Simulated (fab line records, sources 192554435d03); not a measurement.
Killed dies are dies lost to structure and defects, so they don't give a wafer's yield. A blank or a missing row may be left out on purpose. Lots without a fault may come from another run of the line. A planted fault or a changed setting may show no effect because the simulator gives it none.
Split-lot experiment | flow n5_finfet | 7 lots, 21 wafers read, on a route of 1938 steps

THE SPLIT
At N5_BEOL_M4_COAT_67 (time 60 s, resist thk 60 nm), the setting spin_rpm was moved away from the recipe's 1500 rpm on 6 of the 21 wafers read, by +3.9% to +10.4%. The other wafers ran this setting at the recipe's value.

FROM THE SPLIT TO THE READING: what the file shows between them, 8 steps
- N5_BEOL_M4_DESCUM_33: chemistry O2, time 7 s (also split here: time_s)
- N5_BEOL_M4_ETCH_77: etches underlayer in N2/H2, target depth 6.5 nm, time 5.2 s
- N5_BEOL_M4_ETCH_69: etches SiARC in CF4, target depth 15.6 nm, time 26 s
- N5_BEOL_M4_ALD_98: deposits SiO2, target thk 2.5 nm, pulse time 1 s, co reactant pulse time 1 s
- N5_BEOL_M4_ETCHBACK_99: etches SiO2 in CHF3, target depth 5 nm, time 10.4 s
- N5_BEOL_M4_ETCH_70: etches SOC in N2/H2, target depth 80 nm, overetch 24 nm, time 130 s
- N5_BEOL_M4_STRIP_71: strips in N2/H2
- N5_BEOL_M4_STRIP_78: strips in N2/H2

THE READING
SOC_of_BEOL_M4_COAT_67.thk_nm (the simulator's own value, which no gauge read), in nm, at N5_BEOL_M4_VIA_ETCH_34 (etches the open film in C4F6/O2, target depth 69.4 nm, time 65.9 s). The file gives no usual value for it. The 15 wafers here that ran the recipe average 51.9 nm, standard deviation 0.2 nm.

wafer  | tool, chamber at the split | spin_rpm as run, rpm | against the recipe | SOC_of_BEOL_M4_COAT_67.thk_nm, nm | against lot-mates on the recipe
L074.2 | litho_track-04, 0          | 1500                 | recipe             | 51.8                              | -
L074.4 | litho_track-04, 0          | 1628                 | +8.5%              | 49.4                              | -2.5
L074.5 | litho_track-04, 0          | 1500                 | recipe             | 52                                | -
L076.1 | litho_track-02, 0          | 1500                 | recipe             | 51.6                              | -
L076.2 | litho_track-02, 0          | 1500                 | recipe             | 52.2                              | -
L076.6 | litho_track-02, 0          | 1500                 | recipe             | 51.4                              | -
L077.2 | litho_track-04, 0          | 1656                 | +10.4%             | 49                                | -3.0
L077.4 | litho_track-04, 0          | 1656                 | +10.4%             | 49                                | -3.0
L077.6 | litho_track-04, 0          | 1500                 | recipe             | 52                                | -
L082.2 | litho_track-02, 0          | 1559                 | +3.9%              | 50.8                              | -1.0
L082.4 | litho_track-02, 0          | 1559                 | +3.9%              | 50.8                              | -1.0
L082.3 | litho_track-02, 0          | 1500                 | recipe             | 51.8                              | -
L083.1 | litho_track-04, 0          | 1500                 | recipe             | 52                                | -
L083.3 | litho_track-04, 0          | 1500                 | recipe             | 52                                | -
L083.4 | litho_track-04, 0          | 1595                 | +6.3%              | 50                                | -2.0
L090.1 | litho_track-04, 0          | 1500                 | recipe             | 51.6                              | -
L090.2 | litho_track-04, 0          | 1500                 | recipe             | 51.8                              | -
L090.6 | litho_track-04, 0          | 1500                 | recipe             | 52                                | -
L095.1 | litho_track-02, 0          | 1500                 | recipe             | 52                                | -
L095.4 | litho_track-02, 0          | 1500                 | recipe             | 51.8                              | -
L095.6 | litho_track-02, 0          | 1500                 | recipe             | 51.8                              | -

THE FIT
A straight line over all 21 wafers: SOC_of_BEOL_M4_COAT_67.thk_nm changes by -0.279 nm for each +1% of spin_rpm; r = -0.99; the points scatter about the line by 0.18 nm.
The same after taking each lot's own level away (the mean of its wafers on the recipe; 21 wafers): -0.29 nm for each +1%; r = -0.99; scatter 0.17 nm.
On that fit, the largest move of spin_rpm shifts the reading by 3 nm.
The lots' own levels span 51.73 to 52.00 nm, that is 1.3 times the standard deviation above.
So the lot-to-lot level changes the slope little: the two slopes agree.
Check: with one of the wafers moved furthest among these (+10.4%) left out of the fit, the line predicts -3.02 nm for it against its lot-mates. It came out at -3 nm against them.

OTHER SPLITS ON THESE WAFERS
These wafers also went through other splits before the reading. Each is held against what the fit with the lots' levels taken away leaves over:
other split on the same wafers    | wafers away from the commonest value | r with SOC_of_BEOL_M4_COAT_67.thk_nm (lot level and that fit taken away)
N5_BEOL_M2_HM_DEP_02 target_thk_a | 6                                    | -0.09
N5_BEOL_M4_DESCUM_33 time_s       | 13                                   | -0.10

THE WHOLE CHAIN: every reading that the file lists as answering this split, in the file's order
step                   | what it does                                                        | reading                                                                        | change (the file's fit)               | r (the file's)
N5_BEOL_M4_COAT_67     | time 60 s, resist thk 60 nm                                         | SOC_of_BEOL_M4_COAT_67.thk_nm (the simulator's own value, which no gauge read) | -0.285 nm for each +1% of the setting | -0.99
N5_BEOL_M4_ETCH_70     | etches SOC in N2/H2, target depth 80 nm, overetch 24 nm, time 130 s | etch.depth_nm (the simulator's own value, which no gauge read)                 | -0.286 nm for each +1% of the setting | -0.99
N5_BEOL_M4_VIA_ETCH_34 | etches the open film in C4F6/O2, target depth 69.4 nm, time 65.9 s  | SOC_of_BEOL_M4_COAT_67.thk_nm (the simulator's own value, which no gauge read) | -0.292 nm for each +1% of the setting | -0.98

THE FILE'S OWN FIT
SOC_of_BEOL_M4_COAT_67.thk_nm changes by -0.292 nm for each +1% of spin_rpm, r = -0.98.
